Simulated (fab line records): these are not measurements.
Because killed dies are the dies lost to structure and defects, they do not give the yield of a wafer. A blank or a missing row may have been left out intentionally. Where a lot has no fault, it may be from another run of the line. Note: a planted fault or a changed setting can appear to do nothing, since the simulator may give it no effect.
Problem report in the 8D (eight disciplines) form, filled by code || flow n5 finfet || the parts of the form that need people (team, actions taken, sign-off) are left out

== 1. THE PROBLEM ==
Mean CJ_P at N5_BEOL_M4_RC_MEAS_101: 3.78 over 2 wafers in 2 lots; fault-free wafers: 5.78, standard deviation 0.13. That is -15 standard deviations from the usual mean.
Earliest sighting: wafer L689.4 on prober-01 at day 12 01:39. Wafers with a number at this step in the record: 27, from 9 lots. By rule, "out" or "out of limits" means more than 4 standard deviations away from the usual mean. All remaining wafers that have a number are taken as sound.

== 2. WHAT IT IS; WHAT IT IS NOT ==
{"question": "which readings at this step", "is": "CJ_P, ION_P, REXT_P", "is not": "DIBL_N, DIBL_P, IOFF_N, SS_N, SS_P, VT_N"}
{"question": "which lots", "is": "L689, L691", "is not": "L678, L682, L683, L688, L690, L695, L697"}
{"question": "which wafers of those lots", "is": "L689.4, L691.3", "is not": "L689.3, L689.5, L691.1, L691.6"}
{"question": "read on which gauges", "is": "prober-01, prober-02", "is not": "-"}
{"question": "when", "is": "from day 12 01:39", "is not": "up to then (11 sound wafers); but 14 sound wafers of L688, L690, L691, L695, L697 came after"}

== 3. THE SUSPECTS, EACH WITH WHAT RULES IT OUT ==
Counting: if a tool at a process step up to the reading ran every lot that is out, it stays a suspect. Sound lots after the first of them don't rule it out here, since some wafers of a struck lot are sound.
- the gauge at N5_BEOL_M4_RC_MEAS_101 has been ruled out. The wafers that are out were read on 2 gauges (prober-01, prober-02).
- rie diel-03 at N5_SD_EPI_P_DESCUM_14 (chemistry O2, time 7.9 s): kept. Ran every lot that is out, first one L689 (day 7 00:32); last sound lot up to then L688 (day 6 18:46).
- rie si-04 at N5_SD_EPI_P_SD_RECESS_17 (chemistry HBr/Cl2/O2, target depth 39.1 nm, bt time 3 s): kept. Ran every lot that is out, first one L689 (day 7 01:14); last sound lot up to then L688 (day 6 19:27).
- In rie diel-03 at N5_SD_EPI_P_DESCUM_14, the wafers that are out were processed in chamber 1 and their sound lot-mates in chambers 2, 3.
- In rie si-04 at N5_SD_EPI_P_SD_RECESS_17, the wafers that are out were processed in chamber 2 and their sound lot-mates in chambers 1, 3.
Left after counting: rie diel-03 at N5_SD_EPI_P_DESCUM_14, rie si-04 at N5_SD_EPI_P_SD_RECESS_17.

== 4. THE CAUSE (what the simulator had put in) ==
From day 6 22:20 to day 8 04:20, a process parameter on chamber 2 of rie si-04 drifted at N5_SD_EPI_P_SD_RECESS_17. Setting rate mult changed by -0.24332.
After counting, 2 suspects remain, this tool included.

== 5. THE EFFECT CHAIN, in route order ==
Rows list readings where the struck wafers' mean (over those with a number) sits beyond 3 standard deviations from the usual. Only readings whose record carries a usual standard deviation are examined. hours: median over the lots of the time between each lot's start at the first step of this table that gives one and its start at this step. sigmas: the change, counted in usual standard deviations.
{"hours": 0, "step": "N5_SD_EPI_P_SD_RECESS_17", "reading": "oes product au", "usual": "1.000 a.u.", "on struck wafers": 0.937, "change": -0.063, "sigmas": -3.9}
{"hours": 128, "step": "N5_BEOL_M4_RC_MEAS_101", "reading": "CJ_P", "usual": 5.78, "on struck wafers": 3.78, "change": -2.00, "sigmas": -15}
{"hours": 128, "step": "N5_BEOL_M4_RC_MEAS_101", "reading": "ION_P", "usual": "465 uA/um", "on struck wafers": 418, "change": -48, "sigmas": -7.0}
{"hours": 128, "step": "N5_BEOL_M4_RC_MEAS_101", "reading": "REXT_P", "usual": "100.1 ohm.um", "on struck wafers": 111.0, "change": "+10.9", "sigmas": "+4.4"}
{"hours": 229, "step": "N5_PASSIVATION_PROBE_49", "reading": "sort n pass", "usual": 1076, "on struck wafers": 340, "change": -736, "sigmas": -46}
{"hours": 229, "step": "N5_PASSIVATION_PROBE_49", "reading": "sort yield pct", "usual": "91.2 %", "on struck wafers": 28.8, "change": -62.5, "sigmas": -45}
It contains these process steps:
- N5_SD_EPI_P_SD_RECESS_17: chemistry HBr/Cl2/O2, target depth 39.1 nm, bt time 3 s.
- N5_PASSIVATION_PROBE_49

== 6. HOW IT WOULD HAVE BEEN CAUGHT EARLIER ==
123 hours passed between the start of the fault at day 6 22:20 and the first reading out of limits at a measuring or inspecting step in this record, taken at day 12 01:39.
The tool's own readings at N5_SD_EPI_P_SD_RECESS_17 were out on some of the struck wafers (oes product au): an alarm limit on them would have fired on those.
All the lots that are out (2) had begun N5_SD_EPI_P_SD_RECESS_17 on rie si-04 by day 12 01:39. None of them would have been spared by holding the tool at that moment.
